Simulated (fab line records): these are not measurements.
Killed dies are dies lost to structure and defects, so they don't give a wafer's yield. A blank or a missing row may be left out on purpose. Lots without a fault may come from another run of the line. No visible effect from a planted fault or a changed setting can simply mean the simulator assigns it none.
What tool caused it? :: flow nand_harc :: Sampling: 12 lots, 36 wafers, 4 of 1302 route steps

## WHAT THE GAUGES READ, wafer by wafer
No reading from a measuring or inspecting step in the record can be judged against a usual standard deviation.

## WHICH TOOL RAN EACH LOT (tool, then ch and the chambers of the sampled wafers, then the start)
lot: L443
NHARC_A_CHANNEL_HOLE_D1_ETCH_23: har_etch-01 ch 0,1, day 10 00:16
NHARC_A_CHANNEL_HOLE_D1_ETCH_25: har_etch-01 ch 0,1, day 10 01:44
NHARC_A_CHANNEL_HOLE_D1_ETCH_33: har_etch-01 ch 0,1, day 10 02:49
NHARC_A_CHANNEL_FILL_D1_ALD_15: ald_sin_batch-02 ch 0, day 10 14:50

lot: L444
NHARC_A_CHANNEL_HOLE_D1_ETCH_23: har_etch-02 ch 0,1, day 10 01:26
NHARC_A_CHANNEL_HOLE_D1_ETCH_25: har_etch-02 ch 0,1, day 10 02:55
NHARC_A_CHANNEL_HOLE_D1_ETCH_33: har_etch-02 ch 0,1, day 10 03:59
NHARC_A_CHANNEL_FILL_D1_ALD_15: ald_sin_batch-02 ch 0, day 10 14:50

lot: L447
NHARC_A_CHANNEL_HOLE_D1_ETCH_23: har_etch-02 ch 0,1, day 11 04:37
NHARC_A_CHANNEL_HOLE_D1_ETCH_25: har_etch-02 ch 0,1, day 11 06:04
NHARC_A_CHANNEL_HOLE_D1_ETCH_33: har_etch-02 ch 0,1, day 11 07:08
NHARC_A_CHANNEL_FILL_D1_ALD_15: ald_sin_batch-02 ch 0, day 11 19:11

lot: L446
NHARC_A_CHANNEL_HOLE_D1_ETCH_23: har_etch-01 ch 0,1, day 11 04:53
NHARC_A_CHANNEL_HOLE_D1_ETCH_25: har_etch-01 ch 0,1, day 11 06:20
NHARC_A_CHANNEL_HOLE_D1_ETCH_33: har_etch-01 ch 0,1, day 11 07:25
NHARC_A_CHANNEL_FILL_D1_ALD_15: ald_sin_batch-02 ch 0, day 11 19:11

lot: L448
NHARC_A_CHANNEL_HOLE_D1_ETCH_23: har_etch-01 ch 0,1, day 12 03:49
NHARC_A_CHANNEL_HOLE_D1_ETCH_25: har_etch-01 ch 0,1, day 12 05:17
NHARC_A_CHANNEL_HOLE_D1_ETCH_33: har_etch-01 ch 0,1, day 12 06:22
NHARC_A_CHANNEL_FILL_D1_ALD_15: ald_sin_batch-03 ch 0, day 12 18:25

lot: L455
NHARC_A_CHANNEL_HOLE_D1_ETCH_23: har_etch-01 ch 0,1, day 15 01:52
NHARC_A_CHANNEL_HOLE_D1_ETCH_25: har_etch-01 ch 0,1, day 15 03:20
NHARC_A_CHANNEL_HOLE_D1_ETCH_33: har_etch-01 ch 0,1, day 15 04:26
NHARC_A_CHANNEL_FILL_D1_ALD_15: ald_sin_batch-01 ch 0, day 15 16:54

lot: L456
NHARC_A_CHANNEL_HOLE_D1_ETCH_23: har_etch-01 ch 0,1, day 15 09:20
NHARC_A_CHANNEL_HOLE_D1_ETCH_25: har_etch-01 ch 0,1, day 15 10:52
NHARC_A_CHANNEL_HOLE_D1_ETCH_33: har_etch-01 ch 0,1, day 15 11:43
NHARC_A_CHANNEL_FILL_D1_ALD_15: ald_sin_batch-02 ch 0, day 15 23:49

lot: L457
NHARC_A_CHANNEL_HOLE_D1_ETCH_23: har_etch-01 ch 0,1, day 15 21:16
NHARC_A_CHANNEL_HOLE_D1_ETCH_25: har_etch-01 ch 0,1, day 15 22:44
NHARC_A_CHANNEL_HOLE_D1_ETCH_33: har_etch-01 ch 0,1, day 15 23:48
NHARC_A_CHANNEL_FILL_D1_ALD_15: ald_sin_batch-03 ch 0, day 16 11:53

lot: L458
NHARC_A_CHANNEL_HOLE_D1_ETCH_23: har_etch-02 ch 0,1, day 16 09:37
NHARC_A_CHANNEL_HOLE_D1_ETCH_25: har_etch-02 ch 0,1, day 16 11:04
NHARC_A_CHANNEL_HOLE_D1_ETCH_33: har_etch-02 ch 0,1, day 16 12:09
NHARC_A_CHANNEL_FILL_D1_ALD_15: ald_sin_batch-01 ch 0, day 17 00:15

lot: L459
NHARC_A_CHANNEL_HOLE_D1_ETCH_23: har_etch-01 ch 0,1, day 17 05:55
NHARC_A_CHANNEL_HOLE_D1_ETCH_25: har_etch-01 ch 0,1, day 17 07:22
NHARC_A_CHANNEL_HOLE_D1_ETCH_33: har_etch-01 ch 0,1, day 17 08:28
NHARC_A_CHANNEL_FILL_D1_ALD_15: ald_sin_batch-03 ch 0, day 17 20:46

lot: L462
NHARC_A_CHANNEL_HOLE_D1_ETCH_23: har_etch-02 ch 0,1, day 17 20:36
NHARC_A_CHANNEL_HOLE_D1_ETCH_25: har_etch-02 ch 0,1, day 17 22:06
NHARC_A_CHANNEL_HOLE_D1_ETCH_33: har_etch-02 ch 0,1, day 17 23:04
NHARC_A_CHANNEL_FILL_D1_ALD_15: ald_sin_batch-01 ch 0, day 18 11:09

lot: L463
NHARC_A_CHANNEL_HOLE_D1_ETCH_23: har_etch-02 ch 0,1, day 18 05:08
NHARC_A_CHANNEL_HOLE_D1_ETCH_25: har_etch-02 ch 0,1, day 18 06:40
NHARC_A_CHANNEL_HOLE_D1_ETCH_33: har_etch-02 ch 0,1, day 18 07:30
NHARC_A_CHANNEL_FILL_D1_ALD_15: ald_sin_batch-03 ch 0, day 18 19:31
- NHARC_A_CHANNEL_HOLE_D1_ETCH_23: etches the open film in C4F8/O2/Ar, time 819 s, target depth 1600 nm.
- NHARC_A_CHANNEL_HOLE_D1_ETCH_25: etches the open film in C4F8/O2/Ar, time 1040.2 s, target depth 1500 nm.
- NHARC_A_CHANNEL_HOLE_D1_ETCH_33: etches the open film in C4F8/O2/Ar, time 90 s, target depth 400 nm.
- NHARC_A_CHANNEL_FILL_D1_ALD_15: deposits SiNx, target thk 2 nm, pulse time 60 s, ald cycles 19.

## WHAT THE TOOLS THEMSELVES READ (means of the sampled wafers that have a number; where no wafer has one, the mark that the record gives instead)
NHARC_A_CHANNEL_HOLE_D1_ETCH_23. Usual: drypump_motor_current_A 5.5 A, standard deviation 0.37; showerhead_plenum_p_Torr 3.58 Torr, standard deviation 0.17; throttle_valve_pct 32.154 %, standard deviation 0.0084.
lot: L443
tool: har_etch-01
drypump_motor_current_A (A): 5.4
showerhead_plenum_p_Torr (Torr): 3.59
throttle_valve_pct (%): 32.144
flag: 

lot: L444
tool: har_etch-02
drypump_motor_current_A (A): 5.8
showerhead_plenum_p_Torr (Torr): 3.45
throttle_valve_pct (%): 32.154
flag: 

lot: L447
tool: har_etch-02
drypump_motor_current_A (A): 5.8
showerhead_plenum_p_Torr (Torr): 3.44
throttle_valve_pct (%): 32.150
flag: 

lot: L446
tool: har_etch-01
drypump_motor_current_A (A): 5.1
showerhead_plenum_p_Torr (Torr): 3.64
throttle_valve_pct (%): 32.159
flag: 

lot: L448
tool: har_etch-01
drypump_motor_current_A (A): 5.1
showerhead_plenum_p_Torr (Torr): 3.64
throttle_valve_pct (%): 32.152
flag: 

lot: L455
tool: har_etch-01
drypump_motor_current_A (A): 5.4
showerhead_plenum_p_Torr (Torr): 3.55
throttle_valve_pct (%): 32.157
flag: 

lot: L456
tool: har_etch-01
drypump_motor_current_A (A): 5.4
showerhead_plenum_p_Torr (Torr): 3.55
throttle_valve_pct (%): 32.147
flag: 

lot: L457
tool: har_etch-01
drypump_motor_current_A (A): 5.1
showerhead_plenum_p_Torr (Torr): 3.61
throttle_valve_pct (%): 32.148
flag: 

lot: L458
tool: har_etch-02
drypump_motor_current_A (A): 5.8
showerhead_plenum_p_Torr (Torr): 3.40
throttle_valve_pct (%): 32.144
flag: 

lot: L459
tool: har_etch-01
drypump_motor_current_A (A): 5.1
showerhead_plenum_p_Torr (Torr): 3.60
throttle_valve_pct (%): 32.159
flag: 

lot: L462
tool: har_etch-02
drypump_motor_current_A (A): 5.8
showerhead_plenum_p_Torr (Torr): 3.93
throttle_valve_pct (%): 32.166
flag: 

lot: L463
tool: har_etch-02
drypump_motor_current_A (A): 5.8
showerhead_plenum_p_Torr (Torr): 3.93
throttle_valve_pct (%): 32.149
flag: 

NHARC_A_CHANNEL_HOLE_D1_ETCH_25. Usual: drypump_motor_current_A 5.5 A, standard deviation 0.37; showerhead_plenum_p_Torr 3.57 Torr, standard deviation 0.17; throttle_valve_pct 32.235 %, standard deviation 0.0094.
lot: L443
tool: har_etch-01
drypump_motor_current_A (A): 5.4
showerhead_plenum_p_Torr (Torr): 3.59
throttle_valve_pct (%): 32.243
flag: 

lot: L444
tool: har_etch-02
drypump_motor_current_A (A): 5.8
showerhead_plenum_p_Torr (Torr): 3.44
throttle_valve_pct (%): 32.234
flag: 

lot: L447
tool: har_etch-02
drypump_motor_current_A (A): 5.8
showerhead_plenum_p_Torr (Torr): 3.43
throttle_valve_pct (%): 32.223
flag: 

lot: L446
tool: har_etch-01
drypump_motor_current_A (A): 5.1
showerhead_plenum_p_Torr (Torr): 3.64
throttle_valve_pct (%): 32.240
flag: 

lot: L448
tool: har_etch-01
drypump_motor_current_A (A): 5.1
showerhead_plenum_p_Torr (Torr): 3.63
throttle_valve_pct (%): 32.239
flag: 

lot: L455
tool: har_etch-01
drypump_motor_current_A (A): 5.4
showerhead_plenum_p_Torr (Torr): 3.55
throttle_valve_pct (%): 32.234
flag: 

lot: L456
tool: har_etch-01
drypump_motor_current_A (A): 5.4
showerhead_plenum_p_Torr (Torr): 3.55
throttle_valve_pct (%): 32.236
flag: 

lot: L457
tool: har_etch-01
drypump_motor_current_A (A): 5.1
showerhead_plenum_p_Torr (Torr): 3.60
throttle_valve_pct (%): 32.236
flag: 

lot: L458
tool: har_etch-02
drypump_motor_current_A (A): 5.8
showerhead_plenum_p_Torr (Torr): 3.40
throttle_valve_pct (%): 32.231
flag: 

lot: L459
tool: har_etch-01
drypump_motor_current_A (A): 5.1
showerhead_plenum_p_Torr (Torr): 3.59
throttle_valve_pct (%): 32.229
flag: 

lot: L462
tool: har_etch-02
drypump_motor_current_A (A): 5.8
showerhead_plenum_p_Torr (Torr): 3.92
throttle_valve_pct (%): 32.227
flag: 

lot: L463
tool: har_etch-02
drypump_motor_current_A (A): 5.8
showerhead_plenum_p_Torr (Torr): 3.92
throttle_valve_pct (%): 32.230
flag: 

NHARC_A_CHANNEL_HOLE_D1_ETCH_33. Usual: drypump_motor_current_A 5.5 A, standard deviation 0.37; showerhead_plenum_p_Torr 3.61 Torr, standard deviation 0.18; throttle_valve_pct 27.620 %, standard deviation 0.0088.
lot: L443
tool: har_etch-01
drypump_motor_current_A (A): 5.4
showerhead_plenum_p_Torr (Torr): 3.63
throttle_valve_pct (%): 27.634
flag: 

lot: L444
tool: har_etch-02
drypump_motor_current_A (A): 5.8
showerhead_plenum_p_Torr (Torr): 3.48
throttle_valve_pct (%): 27.626
flag: 

lot: L447
tool: har_etch-02
drypump_motor_current_A (A): 5.8
showerhead_plenum_p_Torr (Torr): 3.47
throttle_valve_pct (%): 27.616
flag: 

lot: L446
tool: har_etch-01
drypump_motor_current_A (A): 5.1
showerhead_plenum_p_Torr (Torr): 3.68
throttle_valve_pct (%): 27.617
flag: 

lot: L448
tool: har_etch-01
drypump_motor_current_A (A): 5.1
showerhead_plenum_p_Torr (Torr): 3.68
throttle_valve_pct (%): 27.616
flag: 

lot: L455
tool: har_etch-01
drypump_motor_current_A (A): 5.4
showerhead_plenum_p_Torr (Torr): 3.59
throttle_valve_pct (%): 27.622
flag: 

lot: L456
tool: har_etch-01
drypump_motor_current_A (A): 5.4
showerhead_plenum_p_Torr (Torr): 3.58
throttle_valve_pct (%): 27.616
flag: 

lot: L457
tool: har_etch-01
drypump_motor_current_A (A): 5.1
showerhead_plenum_p_Torr (Torr): 3.64
throttle_valve_pct (%): 27.632
flag: 

lot: L458
tool: har_etch-02
drypump_motor_current_A (A): 5.8
showerhead_plenum_p_Torr (Torr): 3.43
throttle_valve_pct (%): 27.613
flag: 

lot: L459
tool: har_etch-01
drypump_motor_current_A (A): 5.1
showerhead_plenum_p_Torr (Torr): 3.63
throttle_valve_pct (%): 27.612
flag: 

lot: L462
tool: har_etch-02
drypump_motor_current_A (A): 5.8
showerhead_plenum_p_Torr (Torr): 3.98
throttle_valve_pct (%): 27.628
flag: 

lot: L463
tool: har_etch-02
drypump_motor_current_A (A): 5.8
showerhead_plenum_p_Torr (Torr): 3.97
throttle_valve_pct (%): 27.621
flag: 

NHARC_A_CHANNEL_FILL_D1_ALD_15. Usual: precursor_pulse_height_rel 1.000, standard deviation 0.019.
lot: L443
tool: ald_sin_batch-02
precursor_pulse_height_rel: 1.008
flag: 

lot: L444
tool: ald_sin_batch-02
precursor_pulse_height_rel: 0.993
flag: 

lot: L447
tool: ald_sin_batch-02
precursor_pulse_height_rel: 0.993
flag: 

lot: L446
tool: ald_sin_batch-02
precursor_pulse_height_rel: 0.984
flag: 

lot: L448
tool: ald_sin_batch-03
precursor_pulse_height_rel: 1.005
flag: 

lot: L455
tool: ald_sin_batch-01
precursor_pulse_height_rel: 1.012
flag: 

lot: L456
tool: ald_sin_batch-02
precursor_pulse_height_rel: 0.999
flag: 

lot: L457
tool: ald_sin_batch-03
precursor_pulse_height_rel: 0.990
flag: 

lot: L458
tool: ald_sin_batch-01
precursor_pulse_height_rel: 0.985
flag: 

lot: L459
tool: ald_sin_batch-03
precursor_pulse_height_rel: 0.997
flag: 

lot: L462
tool: ald_sin_batch-01
precursor_pulse_height_rel: 1.017
flag: 

lot: L463
tool: ald_sin_batch-03
precursor_pulse_height_rel: 0.988
flag: 

## THE ANSWER, worked out from the rows above alone
Rule: a lot is off if the mean of its wafers that have a number lies more than 3 standard deviations from the usual mean. A lot without any number at a reading at which 4 lots or more have one is off too. The other lots that the step has rows for count as sound. Order of review: gauges by route order, followed by the tools' own readings, for which a lot's mean as printed above is used. At the first step where some lot is off, the reading lying furthest off is the one used; lots without a number count as furthest.
Nothing can be told from this: no lot is off at any reading shown.

## WHAT HAD BEEN PUT IN BY THE SIMULATOR
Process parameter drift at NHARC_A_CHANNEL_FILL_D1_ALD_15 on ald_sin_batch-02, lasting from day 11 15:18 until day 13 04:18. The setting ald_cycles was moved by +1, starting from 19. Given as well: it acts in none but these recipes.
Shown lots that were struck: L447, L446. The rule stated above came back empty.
